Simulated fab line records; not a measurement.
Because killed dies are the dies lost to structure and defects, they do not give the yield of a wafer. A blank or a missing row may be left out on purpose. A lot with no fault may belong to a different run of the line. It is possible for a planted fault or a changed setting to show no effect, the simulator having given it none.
Which tool did it? -- flow nand-harc -- 36 wafers from 12 lots sampled at 6 of the route's 1302 steps

WHAT EACH GAUGE READ, for each wafer
NHARC_A_SGD_CUT_THK_MEAS_22: measures by ellipsometry. Usual: thk-nm at 148.1 nm, with a standard deviation of 1.7.
lot,measured,on,thk-nm (nm),flag
L483,day 19 15:29,film-metro-02,149.2 146.4 147.8,
L484,day 19 23:38,film-metro-02,148.0 147.0 150.7,
L486,day 20 10:11,film-metro-01,150.0 149.2 149.2,
L485,day 20 10:11,film-metro-02,147.5 148.7 149.4,
L488,day 22 03:06,film-metro-02,147.7 146.4 149.4,
L489,day 22 03:05,film-metro-01,145.6 143.7 146.5,
L490,day 22 18:49,film-metro-02,146.8 147.7 146.4,
L492,day 23 14:20,film-metro-02,147.7 148.0 147.0,
L491,day 23 14:20,film-metro-01,151.6 147.5 149.3,
L498,day 26 03:38,film-metro-01,136.4 145.8 147.4,
L502,day 27 09:07,film-metro-02,147.1 138.2 144.2,
L505,day 28 17:23,film-metro-02,149.6 153.5 151.3,

NHARC_END_SORT_01. Usual: killed-at-array 52, standard deviation 19; killed-at-other 1.0, standard deviation 1.2; killed-at-periphery 4.1, standard deviation 2.8; killed-dies 57, standard deviation 19; killed-open 3.1, standard deviation 1.7; killed-short 2.5, standard deviation 1.5.
lot,measured,on,killed-at-array,killed-at-other,killed-at-periphery,killed-dies,killed-open,killed-short,flag
L492,day 28 14:52,prober-02,31 47 54,4 2 2,3 9 1,38 58 57,2 5 6,2 4 0,
L491,day 28 18:43,prober-01,24 29 19,0 0 1,5 6 1,29 35 21,4 3 3,4 4 2,

EACH LOT AND THE TOOL THAT RAN IT (in order: tool; ch and the chambers of the sampled wafers; start)
lot,NHARC_A_SGD_CUT_DESCUM_14,NHARC_A_SGD_CUT_DEP_20,NHARC_A_SGD_CUT_CMP_21,NHARC_A_SLIT_DEP_25
L483,"rie-diel-03 ch 0,1,2, day 19 08:14","fcvd-02 ch 0,1, day 19 09:20","cmp-02 ch 2,3, day 19 15:14","pecvd-03 ch 1,2, day 19 16:06"
L484,"rie-diel-11 ch 0,1,2, day 19 17:05","fcvd-01 ch 0,1, day 19 18:23","cmp-01 ch 0,1,3, day 19 23:25","pecvd-01 ch 0,2, day 20 00:12"
L486,"rie-diel-09 ch 1,2, day 20 03:46","fcvd-01 ch 0, day 20 04:56","cmp-02 ch 1,3, day 20 09:56","pecvd-03 ch 1,2, day 20 10:44"
L485,"rie-diel-11 ch 1,2,3, day 20 05:03","fcvd-01 ch 0,1, day 20 06:11","cmp-01 ch 0,3, day 20 09:56","pecvd-02 ch 1,2, day 20 10:47"
L488,"rie-diel-03 ch 0,1,3, day 21 20:56","fcvd-02 ch 0,1, day 21 22:03","cmp-01 ch 0,1, day 22 02:50","pecvd-01 ch 0,2, day 22 03:53"
L489,"rie-diel-11 ch 0,3, day 21 22:04","fcvd-01 ch 0,1, day 21 23:16","cmp-02 ch 0,1, day 22 02:50","pecvd-02 ch 0,1,2, day 22 03:44"
L490,"rie-diel-09 ch 0,2, day 22 12:39","fcvd-02 ch 0,1, day 22 13:46","cmp-01 ch 0,3, day 22 18:34","pecvd-01 ch 0,1, day 22 19:28"
L492,"rie-diel-09 ch 1,2,3, day 23 08:20","fcvd-01 ch 0,1, day 23 09:26","cmp-01 ch 2,3, day 23 14:05","pecvd-01 ch 0,1, day 23 14:52"
L491,"rie-diel-11 ch 0,1,3, day 23 08:29","fcvd-02 ch 0,1, day 23 09:36","cmp-04 ch 1,2,3, day 23 14:05","pecvd-02 ch 0,1,2, day 23 14:55"
L498,"rie-diel-03 ch 0,1,3, day 25 22:37","fcvd-02 ch 0,1, day 25 23:44","cmp-02 ch 0,1,3, day 26 03:25","pecvd-02 ch 1,2, day 26 04:13"
L502,"rie-diel-11 ch 0,2, day 27 03:08","fcvd-02 ch 0,1, day 27 04:17","cmp-01 ch 2,3, day 27 08:52","pecvd-01 ch 0,1, day 27 09:59"
L505,"rie-diel-11 ch 0,2,3, day 28 10:56","fcvd-01 ch 0,1, day 28 12:05","cmp-02 ch 1,2,3, day 28 17:13","pecvd-03 ch 0,1, day 28 18:02"
- NHARC_A_SGD_CUT_DESCUM_14: chemistry O2, time 3 s.
- NHARC_A_SGD_CUT_DEP_20: deposits SiO2, target thk 150 nm.
- NHARC_A_SGD_CUT_CMP_21: polishes, target thk 148.19 nm.
- NHARC_A_SLIT_DEP_25: deposits SiO2, target thk 200 nm.

WHAT THE TOOLS THEMSELVES READ (means of the sampled wafers that have a number; where no wafer has one, the mark that the record gives instead)
NHARC_A_SGD_CUT_DESCUM_14. Usual: drypump-motor-current-A 5.6 A, standard deviation 0.38; o2-flow-sccm 200.0 sccm, standard deviation 0.62; oes-product-au 0.997 a.u., standard deviation 0.012; rf-vpp-V 57.8 V, standard deviation 0.89; showerhead-plenum-p-Torr 1.92 Torr, standard deviation 0.089; throttle-valve-pct 11.310 %, standard deviation 0.0079.
lot,tool,drypump-motor-current-A (A),o2-flow-sccm (sccm),oes-product-au (a.u.),rf-vpp-V (V),showerhead-plenum-p-Torr (Torr),throttle-valve-pct (%),flag
L483,rie-diel-03,5.5,200.2,1.010,57.7,1.89,11.306,
L484,rie-diel-11,5.5,199.8,1.007,57.2,1.86,11.299,
L486,rie-diel-09,5.4,200.1,1.011,58.0,2.03,11.312,
L485,rie-diel-11,5.7,199.8,0.996,57.7,1.91,11.309,
L488,rie-diel-03,5.8,199.3,0.995,57.9,1.86,11.310,
L489,rie-diel-11,6.0,200.3,1.001,57.8,1.90,11.311,
L490,rie-diel-09,5.3,199.9,0.986,57.8,1.97,11.311,
L492,rie-diel-09,5.6,199.8,1.000,58.5,2.03,11.318,
L491,rie-diel-11,5.6,200.2,1.001,58.5,1.88,11.309,
L498,rie-diel-03,5.9,200.3,0.985,57.6,1.86,11.308,
L502,rie-diel-11,5.5,200.3,1.009,57.4,1.82,11.314,
L505,rie-diel-11,5.8,199.5,1.007,58.4,1.87,11.307,

NHARC_A_SGD_CUT_CMP_21. Usual: motor-current-A 12.4 A, standard deviation 1.4; time-to-endpoint-s 50 s, standard deviation 4.
lot,tool,motor-current-A (A),time-to-endpoint-s (s),flag
L483,cmp-02,11.7,57,
L484,cmp-01,12.2,53,
L486,cmp-02,13.7,54,
L485,cmp-01,10.9,51,
L488,cmp-01,12.0,46,
L489,cmp-02,12.2,47,
L490,cmp-01,11.1,46,
L492,cmp-01,11.6,55,
L491,cmp-04,12.6,48,
L498,cmp-02,12.8,47,
L502,cmp-01,11.9,50,
L505,cmp-02,12.8,54,

NHARC_A_SLIT_DEP_25. Usual: heater-power-w 590 W, standard deviation 96; throttle-valve-pct 15.9 %, standard deviation 0.76.
lot,tool,heater-power-w (W),throttle-valve-pct (%),flag
L483,pecvd-03,553,16.8,
L484,pecvd-01,685,15.9,
L486,pecvd-03,593,16.9,
L485,pecvd-02,673,16.0,
L488,pecvd-01,594,15.6,
L489,pecvd-02,519,16.2,
L490,pecvd-01,654,16.1,
L492,pecvd-01,634,16.1,
L491,pecvd-02,561,16.1,
L498,pecvd-02,607,15.8,
L502,pecvd-01,704,16.2,
L505,pecvd-03,669,15.6,

THE ANSWER, worked out from the rows above alone
Rule: a lot counts as off when the mean over its wafers that have a number is more than 3 standard deviations away from the usual mean. Also off: a lot with no number at a reading for which 4 or more lots have one. Where the step has rows for the other lots, those lots are counted as sound. Order of review: gauges by route order, followed by the tools' own readings, for which a lot's mean as printed above is used. The first step at which some lot is off is used, and at that step the reading that is off furthest; a lot without a number counts as furthest.
No lot is off on any of the readings shown, so nothing can be concluded from this.

WHAT THE SIMULATOR HAD PUT IN
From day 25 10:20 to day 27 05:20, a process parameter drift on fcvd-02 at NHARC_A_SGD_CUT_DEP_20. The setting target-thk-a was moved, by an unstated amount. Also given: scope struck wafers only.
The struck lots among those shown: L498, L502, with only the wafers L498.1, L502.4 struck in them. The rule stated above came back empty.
